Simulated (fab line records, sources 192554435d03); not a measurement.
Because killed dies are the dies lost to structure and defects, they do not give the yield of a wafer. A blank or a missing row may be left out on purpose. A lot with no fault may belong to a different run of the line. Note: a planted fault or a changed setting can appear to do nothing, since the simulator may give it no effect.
Which tool was responsible? ; flow n5 finfet ; 11 lots with 33 wafers sampled at 3 steps, on a route of 1938 steps

== WHAT THE GAUGES READ, wafer by wafer ==
N5_MIM_BOT_LITHO_OVL_MEAS_11.
lot;measured;on;MIM_BOT_OVL (nm)
L584;day 14 13:15;overlay-01;-4 2 -2
L585;day 15 04:47;overlay-01;-2 2 -1
L586;day 15 12:54;overlay-01;-4 4 -8
L587;day 16 18:21;overlay-01;12 11 5
L588;day 16 16:55;overlay-01;0 3 -2
L590;day 15 23:43;overlay-01;3 -2 0
L592;day 16 18:25;overlay-01;-6 5 -3
L599;day 19 06:27;overlay-02;-8 -7 -9
L600;day 18 18:16;overlay-01;13 -3 1
L602;day 19 09:34;overlay-02;0 -6 1
L605;day 20 12:26;overlay-01;-7 -5 -4

== WHICH TOOL RAN EACH LOT (tool, then ch and the chambers of the sampled wafers, then the start) ==
lot;N5_HKMG_FIN_ALD_72;N5_MIM_TOP_ETCH_ETCH_00
L584;cvd w-01 ch 0,1, day 4 12:34;rie metal-02 ch 1, day 14 12:32
L585;cvd w-01 ch 0,1, day 4 18:35;rie metal-01 ch 0,1, day 15 03:59
L586;cvd w-02 ch 0,1, day 5 03:35;rie metal-03 ch 0,1, day 15 12:12
L587;cvd w-01 ch 0,1, day 5 11:35;rie metal-02 ch 0, day 16 17:31
L588;cvd w-01 ch 0,1, day 5 17:36;rie metal-02 ch 0,1, day 16 16:10
L590;cvd w-01 ch 0,1, day 6 09:23;rie metal-03 ch 0,1, day 15 22:58
L592;cvd w-01 ch 0,1, day 6 14:08;rie metal-02 ch 0,1, day 16 17:41
L599;cvd w-01 ch 0,1, day 8 04:33;rie metal-03 ch 0, day 19 05:52
L600;cvd w-01 ch 0,1, day 8 10:28;rie metal-01 ch 0,1, day 18 17:40
L602;cvd w-02 ch 0,1, day 8 22:19;rie metal-02 ch 0,1, day 19 08:52
L605;cvd w-02 ch 0,1, day 9 18:20;rie metal-03 ch 0, day 20 11:38
- N5_HKMG_FIN_ALD_72: deposits W, target thk 2 nm, pulse time 1 s, purge time 2 s.
- N5_MIM_TOP_ETCH_ETCH_00: etches TiN in Cl2/BCl3, target depth 38.5 nm.

== AS READ BY THE TOOLS THEMSELVES (means over the sampled wafers that have a number; for cases with no such wafer, the mark the record gives instead) ==
N5_HKMG_FIN_ALD_72.
lot;tool;heater power outer w (W);heater power w (W);precursor pulse height rel
L584;cvd w-01;276;492;1.011
L585;cvd w-01;279;510;1.017
L586;cvd w-02;271;472;1.003
L587;cvd w-01;278;507;1.001
L588;cvd w-01;281;502;1.015
L590;cvd w-01;261;442;1.002
L592;cvd w-01;257;456;0.986
L599;cvd w-01;259;450;0.995
L600;cvd w-01;261;450;1.007
L602;cvd w-02;274;467;0.992
L605;cvd w-02;280;487;1.008

N5_MIM_TOP_ETCH_ETCH_00.
lot;tool;drypump motor current A (A);oes product au (a.u.);throttle valve pct (%)
L584;rie metal-02;6.0;0.91;22.89
L585;rie metal-01;5.3;0.81;22.56
L586;rie metal-03;5.7;0.75;22.52
L587;rie metal-02;6.2;0.67;23.23
L588;rie metal-02;6.1;0.74;23.13
L590;rie metal-03;5.7;0.75;22.53
L592;rie metal-02;6.1;0.73;23.12
L599;rie metal-03;5.8;0.75;22.46
L600;rie metal-01;5.6;0.82;22.47
L602;rie metal-02;6.1;0.95;22.91
L605;rie metal-03;5.7;0.75;22.46

== THE ANSWER, worked out from the rows above alone ==
Rule: the usual values come from the lots themselves. Put in order of their means at a reading, lots are off if they are a third of the lots or fewer, leave a main group of 4 or more, and stand apart from it by a gap of 3 or more times the standard deviation of the main group's means; of several such gaps the widest counts. If all means in a main group match to the digits the tables above print for the reading, that group is not used. A lot without any number at a reading at which 4 lots or more have one is off too. Any other lot the step has rows for is counted as sound. The gauges are gone through in route order, then the tools' own readings, and for those a lot's mean is taken as printed above. The first step at which some lot is off is used, and at that step the reading that is off furthest; a lot without a number counts as furthest.
No lot is off at any reading shown: from this, nothing can be told.

== WHAT THE SIMULATOR HAD INSERTED ==
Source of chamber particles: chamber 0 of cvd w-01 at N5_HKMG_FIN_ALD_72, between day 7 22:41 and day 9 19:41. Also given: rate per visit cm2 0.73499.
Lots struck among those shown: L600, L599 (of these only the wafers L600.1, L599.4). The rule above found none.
